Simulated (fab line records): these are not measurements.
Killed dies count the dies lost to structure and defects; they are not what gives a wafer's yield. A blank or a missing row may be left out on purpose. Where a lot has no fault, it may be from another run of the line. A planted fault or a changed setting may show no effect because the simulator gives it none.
The tool behind it: which one? + flow nand_harc + 24 lots with 72 wafers sampled at 6 steps, on a route of 1302 steps

WHAT THE GAUGES SHOWED, per wafer
NHARC_A_SGD_CUT_THK_MEAS_22: measures by ellipsometry.
| lot  | measured     | on            | thk_nm (nm)       |
|------|--------------|---------------|-------------------|
| L074 | day 19 16:05 | film_metro-01 | 148.0 149.7 150.9 |
| L075 | day 19 22:22 | film_metro-01 | 149.7 147.3 146.6 |
| L077 | day 20 15:58 | film_metro-01 | 149.3 148.8 149.8 |
| L076 | day 20 22:05 | film_metro-01 | 147.5 148.6 148.0 |
| L078 | day 20 22:05 | film_metro-02 | 146.8 147.3 149.3 |
| L079 | day 21 11:16 | film_metro-02 | 148.7 148.5 147.3 |
| L081 | day 21 22:52 | film_metro-02 | 147.7 148.2 149.7 |
| L080 | day 21 22:52 | film_metro-01 | 149.6 148.1 148.8 |
| L082 | day 22 22:04 | film_metro-01 | 148.0 147.6 146.4 |
| L083 | day 23 22:23 | film_metro-01 | 148.1 148.4 146.3 |
| L084 | day 23 22:23 | film_metro-01 | 146.7 149.3 150.2 |
| L085 | day 24 11:05 | film_metro-01 | 144.9 148.8 150.7 |
| L086 | day 25 07:33 | film_metro-01 | 150.7 150.0 149.0 |
| L089 | day 25 07:33 | film_metro-02 | 147.4 149.4 148.4 |
| L087 | day 25 11:28 | film_metro-02 | 148.5 147.4 145.3 |
| L088 | day 25 20:19 | film_metro-01 | 150.2 145.6 149.6 |
| L090 | day 26 06:52 | film_metro-01 | 146.8 148.8 147.3 |
| L091 | day 27 08:42 | film_metro-01 | 148.1 147.7 148.5 |
| L092 | day 27 08:42 | film_metro-02 | 148.1 149.6 146.2 |
| L093 | day 27 16:20 | film_metro-01 | 149.9 147.1 149.6 |
| L095 | day 27 16:21 | film_metro-02 | 147.5 149.2 148.6 |
| L094 | day 27 21:04 | film_metro-01 | 147.0 148.4 148.6 |
| L096 | day 28 11:38 | film_metro-02 | 149.7 147.8 146.8 |
| L097 | day 29 02:11 | film_metro-01 | 146.9 150.7 151.2 |

TOOL THAT RAN EACH LOT (tool first, then ch and the chambers of the sampled wafers, then the start)
| lot  | NHARC_A_STAIRCASE_DESCUM_312       | NHARC_A_STAIRCASE_ETCH_315                    | NHARC_A_STAIRCASE_STRIP_446          | NHARC_A_STAIRCASE_CMP_152     | NHARC_A_SGD_CUT_ETCH_15                       |
|------|------------------------------------|-----------------------------------------------|--------------------------------------|-------------------------------|-----------------------------------------------|
| L074 | rie_diel-12 ch 2,3, day 17 04:17   | rie_diel-12 ch 0,1,3, day 19 02:52 or earlier | plasma_asher-01 ch 0,1, day 19 02:52 | cmp-01 ch 0,1,3, day 19 03:45 | rie_diel-03 ch 0,2, day 19 16:05 or earlier   |
| L075 | rie_diel-13 ch 0,3, day 17 11:34   | rie_diel-13 ch 0,3, day 19 12:03 or earlier   | plasma_asher-02 ch 0,1, day 19 12:03 | cmp-04 ch 0,1,3, day 19 12:55 | rie_diel-08 ch 0,1,3, day 19 22:22 or earlier |
| L077 | rie_diel-13 ch 1,2,3, day 18 04:31 | rie_diel-13 ch 1,2,3, day 20 05:53 or earlier | plasma_asher-02 ch 0,1, day 20 05:53 | cmp-04 ch 0,1,3, day 20 06:46 | rie_diel-08 ch 0,2,3, day 20 15:58 or earlier |
| L076 | rie_diel-04 ch 1,2,3, day 18 06:27 | rie_diel-04 ch 1,2,3, day 20 10:43 or earlier | plasma_asher-02 ch 0,1, day 20 10:43 | cmp-03 ch 1,2,3, day 20 11:37 | rie_diel-08 ch 0,1,2, day 20 22:05 or earlier |
| L078 | rie_diel-12 ch 1,2,3, day 18 13:07 | rie_diel-12 ch 0,2,3, day 20 10:51 or earlier | plasma_asher-01 ch 1, day 20 10:51   | cmp-04 ch 1,2,3, day 20 11:44 | rie_diel-02 ch 0,2,3, day 20 22:05 or earlier |
| L079 | rie_diel-13 ch 1,2, day 18 23:49   | rie_diel-13 ch 1,2,3, day 20 22:17 or earlier | plasma_asher-01 ch 0,1, day 20 22:17 | cmp-01 ch 0,1,3, day 20 23:09 | rie_diel-08 ch 0,2, day 21 11:16 or earlier   |
| L081 | rie_diel-13 ch 2,3, day 19 09:46   | rie_diel-13 ch 0,1, day 21 13:10 or earlier   | plasma_asher-01 ch 0,1, day 21 13:10 | cmp-04 ch 1,3, day 21 14:03   | rie_diel-03 ch 0,2,3, day 21 22:52 or earlier |
| L080 | rie_diel-04 ch 2,3, day 19 11:55   | rie_diel-04 ch 0,1,2, day 21 13:33 or earlier | plasma_asher-01 ch 0,1, day 21 13:33 | cmp-01 ch 0,1,2, day 21 14:22 | rie_diel-02 ch 0,1,3, day 21 22:52 or earlier |
| L082 | rie_diel-12 ch 2,3, day 20 05:51   | rie_diel-12 ch 1,2,3, day 22 12:32 or earlier | plasma_asher-02 ch 0,1, day 22 12:32 | cmp-04 ch 0,3, day 22 13:22   | rie_diel-02 ch 0,3, day 22 22:04 or earlier   |
| L083 | rie_diel-13 ch 1,3, day 21 11:49   | rie_diel-13 ch 0,2, day 23 12:50 or earlier   | plasma_asher-01 ch 0,1, day 23 12:50 | cmp-01 ch 2,3, day 23 13:42   | rie_diel-03 ch 0,3, day 23 22:23 or earlier   |
| L084 | rie_diel-12 ch 0,3, day 21 12:17   | rie_diel-12 ch 2,3, day 23 12:33 or earlier   | plasma_asher-01 ch 0,1, day 23 12:33 | cmp-04 ch 0,3, day 23 13:25   | rie_diel-08 ch 0,1,2, day 23 22:23 or earlier |
| L085 | rie_diel-13 ch 1,2,3, day 21 20:26 | rie_diel-13 ch 2,3, day 24 00:52 or earlier   | plasma_asher-02 ch 0,1, day 24 00:52 | cmp-03 ch 0,2, day 24 01:45   | rie_diel-02 ch 0,2, day 24 11:05 or earlier   |
| L086 | rie_diel-12 ch 0,2,3, day 22 09:57 | rie_diel-12 ch 0,2,3, day 24 21:54 or earlier | plasma_asher-02 ch 0,1, day 24 21:54 | cmp-04 ch 2,3, day 24 22:46   | rie_diel-08 ch 0,1,3, day 25 07:33 or earlier |
| L089 | rie_diel-04 ch 0,1,2, day 23 03:52 | rie_diel-04 ch 0,1,3, day 24 21:53 or earlier | plasma_asher-01 ch 0,1, day 24 21:53 | cmp-01 ch 2,3, day 24 22:38   | rie_diel-03 ch 0,1, day 25 07:33 or earlier   |
| L087 | rie_diel-12 ch 1,2,3, day 23 05:32 | rie_diel-12 ch 0,1,3, day 25 01:37 or earlier | plasma_asher-02 ch 0,1, day 25 01:37 | cmp-03 ch 0,3, day 25 02:25   | rie_diel-03 ch 0,2, day 25 11:28 or earlier   |
| L088 | rie_diel-12 ch 1,2,3, day 23 11:53 | rie_diel-12 ch 1,2,3, day 25 10:51 or earlier | plasma_asher-01 ch 0,1, day 25 10:51 | cmp-04 ch 0,1,3, day 25 11:43 | rie_diel-03 ch 0,2,3, day 25 20:19 or earlier |
| L090 | rie_diel-04 ch 0,2, day 23 22:38   | rie_diel-04 ch 0,1,2, day 25 20:40 or earlier | plasma_asher-01 ch 0,1, day 25 20:40 | cmp-03 ch 2,3, day 25 21:32   | rie_diel-03 ch 1,2, day 26 06:52 or earlier   |
| L091 | rie_diel-13 ch 0,2,3, day 24 10:42 | rie_diel-13 ch 1,2,3, day 26 22:19 or earlier | plasma_asher-02 ch 0,1, day 26 22:19 | cmp-03 ch 1,2,3, day 26 23:08 | rie_diel-02 ch 0,2, day 27 08:42 or earlier   |
| L092 | rie_diel-04 ch 0,2,3, day 24 17:04 | rie_diel-04 ch 0,2,3, day 26 22:29 or earlier | plasma_asher-01 ch 0,1, day 26 22:29 | cmp-04 ch 0,1, day 26 23:16   | rie_diel-08 ch 0,1,2, day 27 08:42 or earlier |
| L093 | rie_diel-04 ch 0,1,2, day 24 23:05 | rie_diel-04 ch 0,1,3, day 27 06:47 or earlier | plasma_asher-02 ch 0, day 27 06:47   | cmp-01 ch 0,1,2, day 27 07:37 | rie_diel-03 ch 2,3, day 27 16:20 or earlier   |
| L095 | rie_diel-13 ch 0,2,3, day 25 08:22 | rie_diel-13 ch 0,1,2, day 27 07:00 or earlier | plasma_asher-01 ch 0,1, day 27 07:00 | cmp-04 ch 1,2,3, day 27 07:53 | rie_diel-08 ch 1,2,3, day 27 16:21 or earlier |
| L094 | rie_diel-12 ch 0,1,2, day 25 08:50 | rie_diel-12 ch 0,2,3, day 27 10:22 or earlier | plasma_asher-02 ch 0,1, day 27 10:22 | cmp-04 ch 1,2,3, day 27 11:10 | rie_diel-02 ch 2,3, day 27 14:31              |
| L096 | rie_diel-13 ch 1,2,3, day 26 00:52 | rie_diel-13 ch 1,2,3, day 27 22:53 or earlier | plasma_asher-02 ch 0,1, day 27 22:53 | cmp-01 ch 0,1,2, day 27 23:39 | rie_diel-03 ch 2,3, day 28 11:38 or earlier   |
| L097 | rie_diel-12 ch 0,2,3, day 26 18:35 | rie_diel-12 ch 0,3, day 28 15:58 or earlier   | plasma_asher-02 ch 0,1, day 28 15:58 | cmp-01 ch 1,2, day 28 16:46   | rie_diel-08 ch 2,3, day 29 02:11 or earlier   |
- NHARC_A_STAIRCASE_DESCUM_312: chemistry O2, time 3 s.
- NHARC_A_STAIRCASE_ETCH_315: etches the open film in C4F8/O2/Ar, target depth 2500 nm, time 607.1 s.
- NHARC_A_STAIRCASE_STRIP_446: strips in O2.
- NHARC_A_STAIRCASE_CMP_152: polishes.
- NHARC_A_SGD_CUT_ETCH_15: etches the open film in CH3F/O2, target depth 75 nm, time 64.3 s.

WHAT THE TOOLS THEMSELVES READ (means of the sampled wafers that have a number; where no wafer has one, the mark that the record gives instead)
NHARC_A_STAIRCASE_DESCUM_312.
| lot  | tool        | chamber_pressure_mTorr (mTorr) | drypump_motor_current_A (A) | oes_product_au (a.u.) | rf_vpp_V (V) | showerhead_plenum_p_Torr (Torr) | throttle_valve_pct (%) |
|------|-------------|--------------------------------|-----------------------------|-----------------------|--------------|---------------------------------|------------------------|
| L074 | rie_diel-12 | 59.99                          | 5.4                         | 0.995                 | 58.0         | 1.93                            | 11.312                 |
| L075 | rie_diel-13 | 59.97                          | 5.1                         | 1.023                 | 57.6         | 1.95                            | 11.308                 |
| L077 | rie_diel-13 | 60.03                          | 5.9                         | 1.025                 | 56.3         | 1.83                            | 11.311                 |
| L076 | rie_diel-04 | 60.05                          | 5.3                         | 1.008                 | 58.2         | 1.87                            | 11.311                 |
| L078 | rie_diel-12 | 60.03                          | 5.5                         | 0.998                 | 57.7         | 1.88                            | 11.310                 |
| L079 | rie_diel-13 | 59.98                          | 5.9                         | 1.002                 | 56.3         | 1.79                            | 11.313                 |
| L081 | rie_diel-13 | 60.00                          | 5.7                         | 1.010                 | 57.4         | 1.81                            | 11.319                 |
| L080 | rie_diel-04 | 59.98                          | 5.2                         | 1.019                 | 57.5         | 1.87                            | 11.317                 |
| L082 | rie_diel-12 | 60.01                          | 5.8                         | 0.999                 | 58.4         | 1.94                            | 11.306                 |
| L083 | rie_diel-13 | 60.02                          | 6.1                         | 1.017                 | 57.5         | 1.84                            | 11.310                 |
| L084 | rie_diel-12 | 60.03                          | 6.1                         | 0.998                 | 57.7         | 1.90                            | 11.311                 |
| L085 | rie_diel-13 | 59.96                          | 5.9                         | 1.008                 | 58.0         | 1.82                            | 11.320                 |
| L086 | rie_diel-12 | 59.97                          | 5.8                         | 1.002                 | 57.6         | 1.90                            | 11.308                 |
| L089 | rie_diel-04 | 60.02                          | 5.6                         | 1.006                 | 58.3         | 1.90                            | 11.309                 |
| L087 | rie_diel-12 | 59.99                          | 5.5                         | 1.002                 | 57.1         | 1.97                            | 11.313                 |
| L088 | rie_diel-12 | 60.02                          | 5.6                         | 1.003                 | 58.0         | 1.97                            | 11.320                 |
| L090 | rie_diel-04 | 60.00                          | 5.5                         | 1.010                 | 57.8         | 1.91                            | 11.316                 |
| L091 | rie_diel-13 | 59.99                          | 5.4                         | 1.009                 | 57.7         | 1.97                            | 11.317                 |
| L092 | rie_diel-04 | 60.02                          | 5.5                         | 1.005                 | 56.8         | 1.87                            | 11.315                 |
| L093 | rie_diel-04 | 60.01                          | 5.5                         | 0.997                 | 58.2         | 1.89                            | 11.311                 |
| L095 | rie_diel-13 | 59.95                          | 5.4                         | 1.001                 | 58.1         | 1.96                            | 11.312                 |
| L094 | rie_diel-12 | 60.02                          | 5.6                         | 0.996                 | 57.4         | 1.93                            | 11.310                 |
| L096 | rie_diel-13 | 59.97                          | 5.9                         | 0.992                 | 57.8         | 1.91                            | 11.303                 |
| L097 | rie_diel-12 | 59.95                          | 5.8                         | 1.002                 | 58.6         | 1.88                            | 11.316                 |

NHARC_A_STAIRCASE_ETCH_315.
| lot  | tool        | chamber_pressure_mTorr (mTorr) | oes_product_au (a.u.) | rf_vpp_V (V) |
|------|-------------|--------------------------------|-----------------------|--------------|
| L074 | rie_diel-12 | 25.003                         | 0.928                 | 1818         |
| L075 | rie_diel-13 | 25.007                         | 0.954                 | 1831         |
| L077 | rie_diel-13 | 24.995                         | 0.947                 | 1815         |
| L076 | rie_diel-04 | 25.001                         | 0.937                 | 1820         |
| L078 | rie_diel-12 | 25.008                         | 0.921                 | 1825         |
| L079 | rie_diel-13 | 24.999                         | 0.942                 | 1816         |
| L081 | rie_diel-13 | 25.009                         | 0.950                 | 1828         |
| L080 | rie_diel-04 | 24.983                         | 0.935                 | 1826         |
| L082 | rie_diel-12 | 25.022                         | 0.944                 | 1836         |
| L083 | rie_diel-13 | 24.990                         | 0.939                 | 1816         |
| L084 | rie_diel-12 | 24.989                         | 0.932                 | 1829         |
| L085 | rie_diel-13 | 24.999                         | 0.935                 | 1812         |
| L086 | rie_diel-12 | 24.993                         | 0.923                 | 1824         |
| L089 | rie_diel-04 | 24.981                         | 0.926                 | 1819         |
| L087 | rie_diel-12 | 25.014                         | 0.921                 | 1831         |
| L088 | rie_diel-12 | 25.005                         | 0.937                 | 1833         |
| L090 | rie_diel-04 | 25.035                         | 0.923                 | 1825         |
| L091 | rie_diel-13 | 25.003                         | 0.933                 | 1827         |
| L092 | rie_diel-04 | 24.997                         | 0.934                 | 1822         |
| L093 | rie_diel-04 | 25.002                         | 0.925                 | 1819         |
| L095 | rie_diel-13 | 24.995                         | 0.925                 | 1831         |
| L094 | rie_diel-12 | 25.008                         | 0.922                 | 1823         |
| L096 | rie_diel-13 | 25.011                         | 0.933                 | 1826         |
| L097 | rie_diel-12 | 25.006                         | 0.921                 | 1824         |

NHARC_A_STAIRCASE_STRIP_446.
| lot  | tool            | drypump_motor_current_A (A) | heater_power_w (W) |
|------|-----------------|-----------------------------|--------------------|
| L074 | plasma_asher-01 | 5.56                        | 328                |
| L075 | plasma_asher-02 | 5.44                        | 320                |
| L077 | plasma_asher-02 | 5.44                        | 325                |
| L076 | plasma_asher-02 | 5.44                        | 326                |
| L078 | plasma_asher-01 | 5.45                        | 311                |
| L079 | plasma_asher-01 | 5.69                        | 332                |
| L081 | plasma_asher-01 | 5.68                        | 336                |
| L080 | plasma_asher-01 | 5.69                        | 329                |
| L082 | plasma_asher-02 | 5.42                        | 323                |
| L083 | plasma_asher-01 | 5.69                        | 325                |
| L084 | plasma_asher-01 | 5.69                        | 324                |
| L085 | plasma_asher-02 | 5.45                        | 320                |
| L086 | plasma_asher-02 | 5.42                        | 327                |
| L089 | plasma_asher-01 | 5.70                        | 323                |
| L087 | plasma_asher-02 | 5.51                        | 330                |
| L088 | plasma_asher-01 | 5.70                        | 321                |
| L090 | plasma_asher-01 | 5.67                        | 324                |
| L091 | plasma_asher-02 | 5.48                        | 326                |
| L092 | plasma_asher-01 | 5.68                        | 325                |
| L093 | plasma_asher-02 | 5.56                        | 330                |
| L095 | plasma_asher-01 | 5.68                        | 329                |
| L094 | plasma_asher-02 | 5.49                        | 322                |
| L096 | plasma_asher-02 | 5.50                        | 324                |
| L097 | plasma_asher-02 | 5.50                        | 326                |

NHARC_A_STAIRCASE_CMP_152.
| lot  | tool   | motor_current_A (A) | pad_life_wafers | retaining_ring_pressure_frac |
|------|--------|---------------------|-----------------|------------------------------|
| L074 | cmp-01 | 11.5                | 230             | 1.000                        |
| L075 | cmp-04 | 12.9                | 128             | 0.999                        |
| L077 | cmp-04 | 12.6                | 193             | 1.000                        |
| L076 | cmp-03 | 13.0                | 32              | 0.994                        |
| L078 | cmp-04 | 12.1                | 218             | 1.002                        |
| L079 | cmp-01 | 11.4                | 392             | 1.005                        |
| L081 | cmp-04 | 11.8                | 338             | 0.999                        |
| L080 | cmp-01 | 11.7                | 51              | 1.001                        |
| L082 | cmp-04 | 13.1                | 24              | 1.000                        |
| L083 | cmp-01 | 11.4                | 222             | 1.002                        |
| L084 | cmp-04 | 12.4                | 108             | 1.002                        |
| L085 | cmp-03 | 12.9                | 386             | 1.001                        |
| L086 | cmp-04 | 11.8                | 236             | 1.003                        |
| L089 | cmp-01 | 11.3                | 343             | 1.001                        |
| L087 | cmp-03 | 11.5                | 74              | 0.997                        |
| L088 | cmp-04 | 13.1                | 308             | 1.007                        |
| L090 | cmp-03 | 11.3                | 162             | 1.000                        |
| L091 | cmp-03 | 13.0                | 241             | 0.998                        |
| L092 | cmp-04 | 13.6                | 30              | 0.997                        |
| L093 | cmp-01 | 11.3                | 200             | 0.996                        |
| L095 | cmp-04 | 11.8                | 80              | 1.001                        |
| L094 | cmp-04 | 12.5                | 99              | 1.000                        |
| L096 | cmp-01 | 11.3                | 279             | 1.001                        |
| L097 | cmp-01 | 12.3                | 348             | 0.994                        |

NHARC_A_SGD_CUT_ETCH_15.
| lot  | tool        | ch3f_flow_sccm (sccm) | chamber_pressure_mTorr (mTorr) | drypump_motor_current_A (A) | oes_product_au (a.u.) | rf_vpp_V (V) | showerhead_plenum_p_Torr (Torr) | throttle_valve_pct (%) |
|------|-------------|-----------------------|--------------------------------|-----------------------------|-----------------------|--------------|---------------------------------|------------------------|
| L074 | rie_diel-03 | 49.86                 | 25.015                         | 5.58                        | 0.922                 | 263.7        | 2.47                            | 20.663                 |
| L075 | rie_diel-08 | 49.91                 | 25.003                         | 5.64                        | 0.972                 | 262.6        | 2.36                            | 20.672                 |
| L077 | rie_diel-08 | 49.99                 | 25.009                         | 5.75                        | 0.968                 | 263.3        | 2.41                            | 20.656                 |
| L076 | rie_diel-08 | 49.96                 | 25.003                         | 5.48                        | 0.953                 | 262.9        | 2.39                            | 20.661                 |
| L078 | rie_diel-02 | 49.96                 | 25.018                         | 5.48                        | 0.980                 | 263.1        | 2.38                            | 20.664                 |
| L079 | rie_diel-08 | 49.97                 | 25.003                         | 5.58                        | 0.977                 | 263.5        | 2.44                            | 20.660                 |
| L081 | rie_diel-03 | 49.94                 | 24.990                         | 5.49                        | 0.943                 | 264.2        | 2.46                            | 20.674                 |
| L080 | rie_diel-02 | 49.96                 | 24.975                         | 5.32                        | 0.976                 | 263.5        | 2.45                            | 20.656                 |
| L082 | rie_diel-02 | 50.03                 | 24.994                         | 5.20                        | 0.986                 | 261.4        | 2.37                            | 20.671                 |
| L083 | rie_diel-03 | 49.96                 | 25.007                         | 5.36                        | 0.947                 | 265.0        | 2.54                            | 20.661                 |
| L084 | rie_diel-08 | 50.17                 | 24.999                         | 5.48                        | 0.975                 | 263.0        | 2.39                            | 20.659                 |
| L085 | rie_diel-02 | 49.99                 | 25.015                         | 5.61                        | 0.975                 | 262.0        | 2.33                            | 20.670                 |
| L086 | rie_diel-08 | 50.07                 | 25.000                         | 5.63                        | 0.925                 | 262.6        | 2.36                            | 20.665                 |
| L089 | rie_diel-03 | 50.15                 | 25.007                         | 5.59                        | 0.967                 | 264.4        | 2.50                            | 20.667                 |
| L087 | rie_diel-03 | 49.83                 | 25.025                         | 5.59                        | 0.964                 | 263.9        | 2.47                            | 20.655                 |
| L088 | rie_diel-03 | 50.14                 | 25.007                         | 5.48                        | 0.918                 | 263.3        | 2.46                            | 20.665                 |
| L090 | rie_diel-03 | 49.99                 | 25.019                         | 5.70                        | 0.971                 | 262.7        | 2.42                            | 20.665                 |
| L091 | rie_diel-02 | 49.93                 | 25.020                         | 5.63                        | 0.975                 | 262.5        | 2.33                            | 20.655                 |
| L092 | rie_diel-08 | 50.18                 | 24.984                         | 5.51                        | 0.971                 | 263.1        | 2.39                            | 20.666                 |
| L093 | rie_diel-03 | 49.99                 | 24.988                         | 5.60                        | 0.967                 | 263.0        | 2.38                            | 20.655                 |
| L095 | rie_diel-08 | 49.86                 | 24.991                         | 5.77                        | 0.959                 | 263.5        | 2.39                            | 20.668                 |
| L094 | rie_diel-02 | 49.97                 | 25.006                         | 5.55                        | 0.985                 | 263.3        | 2.44                            | 20.656                 |
| L096 | rie_diel-03 | 50.01                 | 24.982                         | 5.46                        | 0.969                 | 262.8        | 2.38                            | 20.661                 |
| L097 | rie_diel-08 | 50.05                 | 25.007                         | 5.88                        | 0.955                 | 263.2        | 2.44                            | 20.655                 |

THE ANSWER, worked out from the rows above alone
Rule: what is usual is taken from the lots themselves. Put in order of their means at a reading, lots are off if they are a third of the lots or fewer, leave a main group of 4 or more, and stand apart from it by a gap of 3 or more times the standard deviation of the main group's means; of several such gaps the widest counts. If all means in a main group match to the digits the tables above print for the reading, that group is not used. Also off: a lot with no number at a reading for which 4 or more lots have one. Where the step has rows for the other lots, those lots are counted as sound. The gauges are gone through in route order, then the tools' own readings, and for those a lot's mean is taken as printed above. At the first step where some lot is off, the reading lying furthest off is the one used; lots without a number count as furthest.
Nothing can be told from this: no lot is off at any reading shown.

WHAT WAS PUT IN BY THE SIMULATOR
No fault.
